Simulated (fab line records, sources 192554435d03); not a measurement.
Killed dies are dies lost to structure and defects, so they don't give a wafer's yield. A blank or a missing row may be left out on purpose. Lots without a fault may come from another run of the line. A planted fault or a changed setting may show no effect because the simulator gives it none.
Chamber matching | flow n5_finfet | N5_BEOL_M7_PECVD_70 on pecvd-03: 3 sister chambers
The step deposits SiO2 from TEOS/O2, target thk 20 nm, time 22.7 s. 20 wafers are shown with their chamber, then 10 later ones without.

WAFERS WITH THEIR CHAMBER
wafer  | chamber | throttle_valve_pct (%) | heater_power_w (W) | showerhead_plenum_p_Torr (Torr)
L077.1 | 1       | 22.2                   | 797                | 8.80
L077.3 | 0       | 20.8                   | 656                | 8.80
L077.6 | 1       | 21.9                   | 785                | 8.79
L078.3 | 0       | 21.1                   | 719                | 8.76
L078.4 | 1       | 22.2                   | 906                | 8.82
L078.5 | 0       | 20.8                   | 722                | 8.77
L081.2 | 1       | 22.1                   | 914                | 8.79
L081.3 | 0       | 21.1                   | 725                | 8.77
L081.5 | 0       | 20.9                   | 710                | 8.78
L083.1 | 2       | 20.9                   | 488                | 8.81
L083.2 | 0       | 21.0                   | 619                | 8.77
L083.4 | 1       | 22.1                   | 744                | 8.80
L085.2 | 1       | 22.3                   | 851                | 8.78
L085.3 | 2       | 21.3                   | 587                | 8.81
L085.6 | 2       | 21.1                   | 601                | 8.82
L089.2 | 0       | 21.2                   | 680                | 8.77
L089.3 | 1       | 22.3                   | 906                | 8.80
L089.4 | 0       | 21.2                   | 681                | 8.75
L091.3 | 2       | 21.1                   | 505                | 8.82
L091.5 | 0       | 21.1                   | 712                | 8.77

SIGNATURES (means of the wafers above)
reading                  | chamber 0 | chamber 1 | chamber 2 | scatter within a chamber
throttle_valve_pct       | 21.022    | 22.157    | 21.100    | 0.152
heater_power_w           | 691.56    | 843.29    | 545.25    | 53.4
showerhead_plenum_p_Torr | 8.7711    | 8.7971    | 8.8150    | 0.0122
Rule: a wafer's distance from a chamber is the root of the sum, over the readings, of the square of ((its reading less the chamber's mean) divided by the reading's scatter). The wafer belongs to the nearest chamber; if the next one is less than 2 further off, it can't be placed. The scatter: the root of (the sum of the squares of (reading less its chamber's mean) over the shown wafers, divided by (wafers less chambers)).

WAFERS WITHOUT THEIR CHAMBER
wafer  | throttle_valve_pct (%) | heater_power_w (W) | showerhead_plenum_p_Torr (Torr)
L091.6 | 21.9                   | 871                | 8.82
L092.3 | 21.1                   | 771                | 8.78
L092.4 | 21.3                   | 509                | 8.81
L092.6 | 21.3                   | 751                | 8.75
L093.1 | 20.9                   | 744                | 8.77
L093.2 | 21.1                   | 487                | 8.82
L093.4 | 22.5                   | 907                | 8.77
L096.2 | 21.9                   | 879                | 8.81
L096.3 | 21.2                   | 767                | 8.74
L096.4 | 21.5                   | 761                | 8.78

WHICH CHAMBER EACH WENT THROUGH
wafer  | from the rows above     | in truth
L091.6 | 1                       | 1
L092.3 | 0                       | 0
L092.4 | 2                       | 2
L092.6 | 0                       | 0
L093.1 | 0                       | 0
L093.2 | 2                       | 2
L093.4 | 1                       | 1
L096.2 | 1                       | 1
L096.3 | 0                       | 0
L096.4 | can't be placed: 0 or 1 | 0
Placed correctly: 9 of 10. Can't be placed from these rows: 1 (the true chamber is among the candidates in 1). Placed wrongly: 0.
